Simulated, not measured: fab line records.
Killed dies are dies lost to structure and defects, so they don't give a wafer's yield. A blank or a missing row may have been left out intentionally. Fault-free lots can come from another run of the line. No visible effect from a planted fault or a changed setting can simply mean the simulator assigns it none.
Struck lot and sound lot, side by side || flow n5-finfet || 28 steps out of a route of 1938
Sound: the wafers L232.2, L232.4, L232.6. The struck wafers were L251.1, L251.5, L251.6. Last of all comes the cause.
Each step with rows lists, per side, the tool, then ch with its chambers, then its first start. Under that, the readings that differ: sound wafers || struck wafers || difference of the means || sigmas: that difference in standard deviations of wafers without a fault.
alike: readings whose means differ by less than 2 such deviations, and words and numbers that are the same on both sides. not compared: withheld readings, readings that some wafer has no value for, bounds like >300 that may hide the same value, and numbers for which the record gives no deviation and whose values overlap.
The two part at a step that has a row with sigmas, a row that says differs or no value, or rows on one side only. When numbers do not overlap yet have no deviation, they are printed without sigmas and do not part them. Lack of a reading on every wafer of one side parts them only where that side has two or more wafers.

first, 8 steps without rows for these wafers: N5_BEOL_M0_CMP_120 (polishes, stops on SiOC, t overpolish 6.9 s); N5_BEOL_M0_PRE_CLEAN_131 (time 15 s); N5_BEOL_M0_CO_CAP_123 (material Co, precursor CCTBA/H2, target thk 2 nm, time 102.1 s); N5_BEOL_M0_PRE_CLEAN_124 (time 15 s); N5_BEOL_M0_DEP_125 (deposits SiCN from 3MS/NH3, target thk 8 nm, time 14 s); N5_BEOL_M1_ILD_DEP_00 (deposits SiOC from DEMS/O2, target thk 79 nm, time 15.3 s); N5_BEOL_M1_PECVD_72 (deposits SiO2 from TEOS/O2, target thk 16 nm, time 18 s); N5_BEOL_M1_HM_DEP_02 (deposits TiN, target thk 20 nm).
N5_BEOL_M1_COAT_61: time 60 s, resist thk 60 nm.
  sound on litho-track-01 ch 0, day 6 13:03; struck on litho-track-01 ch 0, day 11 03:01
{"reading": "spin-speed-rpm (rpm)", "sound": "1500.4 1499.3 1500.1", "struck": "1353.9 1353.0 1355.2", "difference": -145.9, "sigmas": "-99 or more"}
{"reading": "model.SOC_of_BEOL_M1_COAT_61.thk-nm (nm)", "sound": "59.8 59.8 60", "struck": "63.4 63.2 63.2", "difference": "+3.4", "sigmas": ""}
  alike: plate-temp-C
then, 11 steps without rows for these wafers: N5_BEOL_M1_COAT_62 (time 60 s, resist thk 12 nm); N5_BEOL_M1_COAT_73 (time 60 s, resist thk 5 nm); N5_BEOL_M1_COAT_05 (resist thk 30 nm); N5_BEOL_M1_EBR_07; N5_BEOL_M1_SOFTBAKE_06 (time 60 s); N5_BEOL_M1_EXPOSE_08 (exposes mask M1); N5_BEOL_M1_PEB_09 (peb time 60 s); N5_BEOL_M1_DEVELOP_10 (develop time 30 s); N5_BEOL_M1_DESCUM_16 (chemistry O2, time 7 s); N5_BEOL_M1_ETCH_74 (etches underlayer in N2/H2, target depth 6.5 nm, time 5.2 s); N5_BEOL_M1_ETCH_63 (etches SiARC in CF4, target depth 15.6 nm, time 26 s).
N5_BEOL_M1_ETCH_64: etches SOC in N2/H2, target depth 75 nm, overetch 15 nm, time 112.5 s.
  sound on rie-diel-02 ch 0,1, day 6 13:38; struck on rie-diel-04 ch 1,2,3, day 11 03:38
{"reading": "throttle-valve-pct (%)", "sound": "17.99 18.15 18.17", "struck": "17.80 17.11 17.99", "difference": -0.47, "sigmas": -2}
{"reading": "model.etch.depth-nm (nm)", "sound": "59.84 59.83 60.03", "struck": "63.32 63.3 63.25", "difference": "+3.39", "sigmas": ""}
  alike: drypump-motor-current-A, oes-product-au, rf-vpp-V, showerhead-plenum-p-Torr
  not compared: rf-hours-counter-h
then, 3 steps without rows for these wafers: N5_BEOL_M1_STRIP_65 (strips in N2/H2); N5_BEOL_M1_STRIP_75 (strips in N2/H2); N5_BEOL_M1_STRIP_66 (strips in CF4).
N5_BEOL_M1_HM_OPEN_17: chemistry Cl2/BCl3, target TiN, target depth 20 nm, overetch 6 nm.
  sound on rie-metal-01 ch 0,1, day 6 13:49; struck on rie-metal-01 ch 0,1, day 11 03:47
{"reading": "oes-product-au (a.u.)", "sound": "0.52 0.51 0.68", "struck": "0.83 0.65 0.82", "difference": "+0.20", "sigmas": "+3"}
{"reading": "model.SOC_of_BEOL_M1_COAT_61.thk-nm (nm)", "sound": "52 52 52.4", "struck": "55.2 55.6 55.2", "difference": "+3.2", "sigmas": ""}
  alike: drypump-motor-current-A, throttle-valve-pct
  not compared: rf-hours-counter-h
then, 1 step without rows for these wafers: N5_BEOL_M1_STRIP_19 (strips in O2).
N5_BEOL_M4_RC_MEAS_101:
  sound on prober-02 ch 0, day 8 11:43; struck on prober-02 ch 0, day 12 23:56
  alike: DIBL_N, DIBL_P, IOFF_N, IOFF_P, ION_N, ION_P, SS_N, SS_P, VT_N, VT_P
-- record jumps: 4 days separate the struck wafers' starts on either side; left off in module BEOL_M4, taken up again in module PASSIVATION, whose first shown step is the route's number 1936 --
N5_PASSIVATION_PROBE_49:
  sound: prober-01 at day 12 09:32; struck: prober-01 at day 17 02:52
  alike: defect-limited-yield, killed_at_M0_to_M3, killed_at_M4_up, killed-at-contacts, killed-at-front-end, killed-at-other, killed-dies, killed-open, killed-short, sort_bin_4_leakage, sort_bin_5_function, sort_bin_6_memory, sort-n-pass, sort-yield-pct

WHERE THEY PART
At N5_BEOL_M1_COAT_61 first; at N5_BEOL_M1_HM_OPEN_17 last (within this record only). Later steps at which nothing parts them and some readings are alike: N5_BEOL_M4_RC_MEAS_101, N5_PASSIVATION_PROBE_49.

WHY: whatever the simulator had introduced
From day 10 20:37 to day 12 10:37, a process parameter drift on litho-track-01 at N5_BEOL_M1_COAT_61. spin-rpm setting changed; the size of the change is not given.
